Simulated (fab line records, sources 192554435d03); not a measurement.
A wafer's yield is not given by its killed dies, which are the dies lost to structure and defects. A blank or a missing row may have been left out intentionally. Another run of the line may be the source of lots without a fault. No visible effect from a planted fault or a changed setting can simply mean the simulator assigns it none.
Split-lot study / flow n5_finfet / on a route of 1938 steps: 7 lots, 21 wafers read

== ON THE SPLIT ==
At N5_BEOL_M10_ETCH_62 (etches SOC in N2/H2, target depth 110 nm, overetch 22 nm, time 165 s), the setting time_s was moved away from the recipe's 165 s on 6 of the 21 wafers read, by -12.8% to +9.0%. This setting was run at the recipe's value on the other wafers.

Reading taken at the split's own step.

== THE READING ==
SiARC_of_BEOL_M10_COAT_60.thk_nm (the simulator's own value, which no gauge read), in nm, at N5_BEOL_M10_ETCH_62 (etches SOC in N2/H2, target depth 110 nm, overetch 22 nm, time 165 s). No usual value for it is given in the file. The 15 wafers here that ran the recipe average 23.5 nm, standard deviation 0.14 nm.

wafer=L074.1; tool, chamber at the split=rie_diel-05, 0; time_s as run, s=165; against the recipe=recipe; SiARC_of_BEOL_M10_COAT_60.thk_nm, nm=23.6; against lot-mates on the recipe=-
wafer=L074.2; tool, chamber at the split=rie_diel-05, 3; time_s as run, s=165; against the recipe=recipe; SiARC_of_BEOL_M10_COAT_60.thk_nm, nm=23.4; against lot-mates on the recipe=-
wafer=L074.6; tool, chamber at the split=rie_diel-05, 3; time_s as run, s=165; against the recipe=recipe; SiARC_of_BEOL_M10_COAT_60.thk_nm, nm=23.4; against lot-mates on the recipe=-
wafer=L076.1; tool, chamber at the split=rie_diel-02, 0,3; time_s as run, s=151.5; against the recipe=-8.2%; SiARC_of_BEOL_M10_COAT_60.thk_nm, nm=24; against lot-mates on the recipe=+0.6
wafer=L076.2; tool, chamber at the split=rie_diel-02, 0,3; time_s as run, s=151.5; against the recipe=-8.2%; SiARC_of_BEOL_M10_COAT_60.thk_nm, nm=24; against lot-mates on the recipe=+0.6
wafer=L076.3; tool, chamber at the split=rie_diel-02, 2; time_s as run, s=165; against the recipe=recipe; SiARC_of_BEOL_M10_COAT_60.thk_nm, nm=23.4; against lot-mates on the recipe=-
wafer=L082.1; tool, chamber at the split=rie_diel-01, 2; time_s as run, s=165; against the recipe=recipe; SiARC_of_BEOL_M10_COAT_60.thk_nm, nm=23.6; against lot-mates on the recipe=-
wafer=L082.4; tool, chamber at the split=rie_diel-01, 1,0; time_s as run, s=165; against the recipe=recipe; SiARC_of_BEOL_M10_COAT_60.thk_nm, nm=23.4; against lot-mates on the recipe=-
wafer=L082.6; tool, chamber at the split=rie_diel-01, 1,0; time_s as run, s=165; against the recipe=recipe; SiARC_of_BEOL_M10_COAT_60.thk_nm, nm=23.4; against lot-mates on the recipe=-
wafer=L087.4; tool, chamber at the split=rie_diel-05, 3,2; time_s as run, s=179.8; against the recipe=+9.0%; SiARC_of_BEOL_M10_COAT_60.thk_nm, nm=23; against lot-mates on the recipe=-0.6
wafer=L087.5; tool, chamber at the split=rie_diel-05, 3,2; time_s as run, s=179.8; against the recipe=+9.0%; SiARC_of_BEOL_M10_COAT_60.thk_nm, nm=23; against lot-mates on the recipe=-0.6
wafer=L087.6; tool, chamber at the split=rie_diel-05, 3; time_s as run, s=165; against the recipe=recipe; SiARC_of_BEOL_M10_COAT_60.thk_nm, nm=23.6; against lot-mates on the recipe=-
wafer=L089.1; tool, chamber at the split=rie_diel-01, 3,1; time_s as run, s=165; against the recipe=recipe; SiARC_of_BEOL_M10_COAT_60.thk_nm, nm=23.6; against lot-mates on the recipe=-
wafer=L089.2; tool, chamber at the split=rie_diel-01, 3,1; time_s as run, s=165; against the recipe=recipe; SiARC_of_BEOL_M10_COAT_60.thk_nm, nm=23.6; against lot-mates on the recipe=-
wafer=L089.4; tool, chamber at the split=rie_diel-01, 0; time_s as run, s=165; against the recipe=recipe; SiARC_of_BEOL_M10_COAT_60.thk_nm, nm=23.8; against lot-mates on the recipe=-
wafer=L094.1; tool, chamber at the split=rie_diel-02, 2,3; time_s as run, s=143.8; against the recipe=-12.8%; SiARC_of_BEOL_M10_COAT_60.thk_nm, nm=24.4; against lot-mates on the recipe=+1.0
wafer=L094.5; tool, chamber at the split=rie_diel-02, 2,3; time_s as run, s=143.8; against the recipe=-12.8%; SiARC_of_BEOL_M10_COAT_60.thk_nm, nm=24.4; against lot-mates on the recipe=+1.0
wafer=L094.3; tool, chamber at the split=rie_diel-02, 3; time_s as run, s=165; against the recipe=recipe; SiARC_of_BEOL_M10_COAT_60.thk_nm, nm=23.4; against lot-mates on the recipe=-
wafer=L095.2; tool, chamber at the split=rie_diel-02, 1; time_s as run, s=165; against the recipe=recipe; SiARC_of_BEOL_M10_COAT_60.thk_nm, nm=23.6; against lot-mates on the recipe=-
wafer=L095.4; tool, chamber at the split=rie_diel-02, 0; time_s as run, s=165; against the recipe=recipe; SiARC_of_BEOL_M10_COAT_60.thk_nm, nm=23.4; against lot-mates on the recipe=-
wafer=L095.6; tool, chamber at the split=rie_diel-02, 0; time_s as run, s=165; against the recipe=recipe; SiARC_of_BEOL_M10_COAT_60.thk_nm, nm=23.2; against lot-mates on the recipe=-
When a row names more than one chamber, that row covers several wafers, and the file does not tell which wafer ran in which chamber.

THE FIT
A straight line over all 21 wafers: SiARC_of_BEOL_M10_COAT_60.thk_nm changes by -0.0642 nm for each +1% of time_s; r = -0.94; the points scatter about the line by 0.13 nm.
The same after taking each lot's own level away (the mean of its wafers on the recipe; 21 wafers): -0.0736 nm for each +1%; r = -0.97; scatter 0.095 nm.
Per that fit: largest time_s move, reading shift of 0.95 nm.
The lots' own levels span 23.40 to 23.67 nm, that is 1.9 times the standard deviation above.
So the slope is not independent of the lot-to-lot level: the two fits are not the same.
Check: for one of the wafers moved furthest among these (-12.8%), held out of the fit, the line's prediction against its lot-mates is +0.94 nm. Against them it came out at +1 nm.

== ADDITIONAL SPLITS CARRIED BY THESE WAFERS ==
Note: prior to the reading, these wafers also went through further splits. Each is held against what the fit with the lots' levels taken away leaves over:
other split on the same wafers=N5_BEOL_M7_ILD_DEP_00 time_s; wafers away from the commonest value=6; r with SiARC_of_BEOL_M10_COAT_60.thk_nm (lot level and that fit taken away)=+0.27
other split on the same wafers=N5_BEOL_M7_PECVD_70 temp_c; wafers away from the commonest value=8; r with SiARC_of_BEOL_M10_COAT_60.thk_nm (lot level and that fit taken away)=-0.36
other split on the same wafers=N5_BEOL_M7_TRENCH_ETCH_37 source_w; wafers away from the commonest value=9; r with SiARC_of_BEOL_M10_COAT_60.thk_nm (lot level and that fit taken away)=-0.12
other split on the same wafers=N5_BEOL_M7_ETCH_41 bias_w; wafers away from the commonest value=8; r with SiARC_of_BEOL_M10_COAT_60.thk_nm (lot level and that fit taken away)=-0.23
other split on the same wafers=N5_BEOL_M8_DESCUM_33 time_s; wafers away from the commonest value=6; r with SiARC_of_BEOL_M10_COAT_60.thk_nm (lot level and that fit taken away)=-0.11
other split on the same wafers=N5_BEOL_M9_EXPOSE_08 dose_mj; wafers away from the commonest value=4; r with SiARC_of_BEOL_M10_COAT_60.thk_nm (lot level and that fit taken away)=+0.00
other split on the same wafers=N5_BEOL_M9_STRIP_19 power_w; wafers away from the commonest value=7; r with SiARC_of_BEOL_M10_COAT_60.thk_nm (lot level and that fit taken away)=+0.16

== THE FILE'S OWN FIT ==
SiARC_of_BEOL_M10_COAT_60.thk_nm changes by -0.0741 nm for each +1% of time_s, r = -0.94.
